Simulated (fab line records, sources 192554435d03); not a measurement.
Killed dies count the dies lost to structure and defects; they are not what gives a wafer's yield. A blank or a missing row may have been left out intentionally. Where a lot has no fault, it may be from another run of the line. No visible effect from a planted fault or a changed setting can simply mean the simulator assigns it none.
Split-lot experiment || flow n5Finfet || on a route of 1938 steps: 7 lots, 21 wafers read

## SPLIT DETAILS
At N5_BEOL_M1_TRENCH_ETCH_37 (etches SiOC in C4F6/O2, target depth 55.207 nm, time 29 s), the setting biasW was moved away from the recipe's 185 W on 8 of the 21 wafers read, by -8.2% to +17.0%. For the rest of the wafers, this setting stayed at what the recipe calls for.

Reading taken at the split's own step.

## THE READING
rfVppV, in V, at N5_BEOL_M1_TRENCH_ETCH_37 (etches SiOC in C4F6/O2, target depth 55.207 nm, time 29 s). On this fab line, fault-free wafers typically give 666 V with a standard deviation of 15 V.

{"wafer": "L075.1", "tool, chamber at the split": "rieDiel-06, 2", "biasW as run, W": 169.9, "against the recipe": "-8.2%", "rfVppV, V": 624, "against lot-mates on the recipe": -46}
{"wafer": "L075.4", "tool, chamber at the split": "rieDiel-06, 3", "biasW as run, W": 185, "against the recipe": "recipe", "rfVppV, V": 670, "against lot-mates on the recipe": "-"}
{"wafer": "L075.5", "tool, chamber at the split": "rieDiel-06, 0", "biasW as run, W": 185, "against the recipe": "recipe", "rfVppV, V": 671, "against lot-mates on the recipe": "-"}
{"wafer": "L076.1", "tool, chamber at the split": "rieDiel-05, 1", "biasW as run, W": 205.7, "against the recipe": "+11.2%", "rfVppV, V": 747, "against lot-mates on the recipe": "+64"}
{"wafer": "L076.2", "tool, chamber at the split": "rieDiel-05, 3", "biasW as run, W": 185, "against the recipe": "recipe", "rfVppV, V": 680, "against lot-mates on the recipe": "-"}
{"wafer": "L076.5", "tool, chamber at the split": "rieDiel-05, 1", "biasW as run, W": 185, "against the recipe": "recipe", "rfVppV, V": 685, "against lot-mates on the recipe": "-"}
{"wafer": "L081.1", "tool, chamber at the split": "rieDiel-03, 0", "biasW as run, W": 185, "against the recipe": "recipe", "rfVppV, V": 682, "against lot-mates on the recipe": "-"}
{"wafer": "L081.2", "tool, chamber at the split": "rieDiel-03, 2", "biasW as run, W": 185, "against the recipe": "recipe", "rfVppV, V": 640, "against lot-mates on the recipe": "-"}
{"wafer": "L081.4", "tool, chamber at the split": "rieDiel-03, 3", "biasW as run, W": 216.4, "against the recipe": "+17.0%", "rfVppV, V": 761, "against lot-mates on the recipe": "+100"}
{"wafer": "L085.1", "tool, chamber at the split": "rieDiel-03, 1", "biasW as run, W": 185, "against the recipe": "recipe", "rfVppV, V": 651, "against lot-mates on the recipe": "-"}
{"wafer": "L085.4", "tool, chamber at the split": "rieDiel-03, 0", "biasW as run, W": 185, "against the recipe": "recipe", "rfVppV, V": 683, "against lot-mates on the recipe": "-"}
{"wafer": "L085.5", "tool, chamber at the split": "rieDiel-03, 1", "biasW as run, W": 198.9, "against the recipe": "+7.5%", "rfVppV, V": 689, "against lot-mates on the recipe": "+22"}
{"wafer": "L086.2", "tool, chamber at the split": "rieDiel-06, 1", "biasW as run, W": 185, "against the recipe": "recipe", "rfVppV, V": 644, "against lot-mates on the recipe": "-"}
{"wafer": "L086.3", "tool, chamber at the split": "rieDiel-06, 3", "biasW as run, W": 170.2, "against the recipe": "-8.0%", "rfVppV, V": 626, "against lot-mates on the recipe": -18}
{"wafer": "L086.4", "tool, chamber at the split": "rieDiel-06, 1", "biasW as run, W": 170.2, "against the recipe": "-8.0%", "rfVppV, V": 604, "against lot-mates on the recipe": -40}
{"wafer": "L088.2", "tool, chamber at the split": "rieDiel-05, 2", "biasW as run, W": 185, "against the recipe": "recipe", "rfVppV, V": 662, "against lot-mates on the recipe": "-"}
{"wafer": "L088.4", "tool, chamber at the split": "rieDiel-05, 0", "biasW as run, W": 185, "against the recipe": "recipe", "rfVppV, V": 667, "against lot-mates on the recipe": "-"}
{"wafer": "L088.5", "tool, chamber at the split": "rieDiel-05, 2", "biasW as run, W": 185, "against the recipe": "recipe", "rfVppV, V": 663, "against lot-mates on the recipe": "-"}
{"wafer": "L095.4", "tool, chamber at the split": "rieDiel-06, 2", "biasW as run, W": 213.6, "against the recipe": "+15.5%", "rfVppV, V": 758, "against lot-mates on the recipe": "+81"}
{"wafer": "L095.5", "tool, chamber at the split": "rieDiel-06, 2", "biasW as run, W": 185, "against the recipe": "recipe", "rfVppV, V": 677, "against lot-mates on the recipe": "-"}
{"wafer": "L095.6", "tool, chamber at the split": "rieDiel-06, 3", "biasW as run, W": 213.6, "against the recipe": "+15.5%", "rfVppV, V": 748, "against lot-mates on the recipe": "+71"}

THE FIT
A straight line over all 21 wafers: rfVppV changes by +5.72 V for each +1% of biasW; r = +0.95; the points scatter about the line by 14 V.
The same after taking each lot's own level away (the mean of its wafers on the recipe; 21 wafers): +5.02 V for each +1%; r = +0.96; scatter 11 V.
The reading moves by 85 V for the largest change in biasW, on that fit.
The lots' own levels span 644.0 to 682.5 V, that is 2.6 times the standard deviation above.
So the lot-to-lot level changes the slope: the two fits differ.
Check: +81.4 V against its lot-mates is what the line predicts for one of the wafers moved furthest among these (+17.0%) when that wafer is left out of the fit. It came out at +100 V against them.
Tool readings at the split's step, against how far the setting was moved: rfVppV r = +0.95.

## ADDITIONAL SPLITS CARRIED BY THESE WAFERS
These wafers also went through other splits before the reading. Each is held against what the fit with the lots' levels taken away leaves over:
{"other split on the same wafers": "N5_SDB_EXPOSE_08 doseMj", "wafers away from the commonest value": 11, "r with rfVppV (lot level and that fit taken away)": -0.02}
{"other split on the same wafers": "N5_HKMG_FIN_DESCUM_17 timeS", "wafers away from the commonest value": 5, "r with rfVppV (lot level and that fit taken away)": -0.12}
{"other split on the same wafers": "N5_MOL_CONTACT_COAG_ETCHBACK_136 targetDepthA", "wafers away from the commonest value": 3, "r with rfVppV (lot level and that fit taken away)": "+0.11"}
{"other split on the same wafers": "N5_BEOL_M0_SAQP_PECVD_96 timeS", "wafers away from the commonest value": 10, "r with rfVppV (lot level and that fit taken away)": -0.18}
{"other split on the same wafers": "N5_BEOL_M0_SAQP_PECVD_04 timeS", "wafers away from the commonest value": 11, "r with rfVppV (lot level and that fit taken away)": "+0.42"}

## FILE'S OWN FIT
rfVppV changes by +5.22 V for each +1% of biasW, r = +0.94.
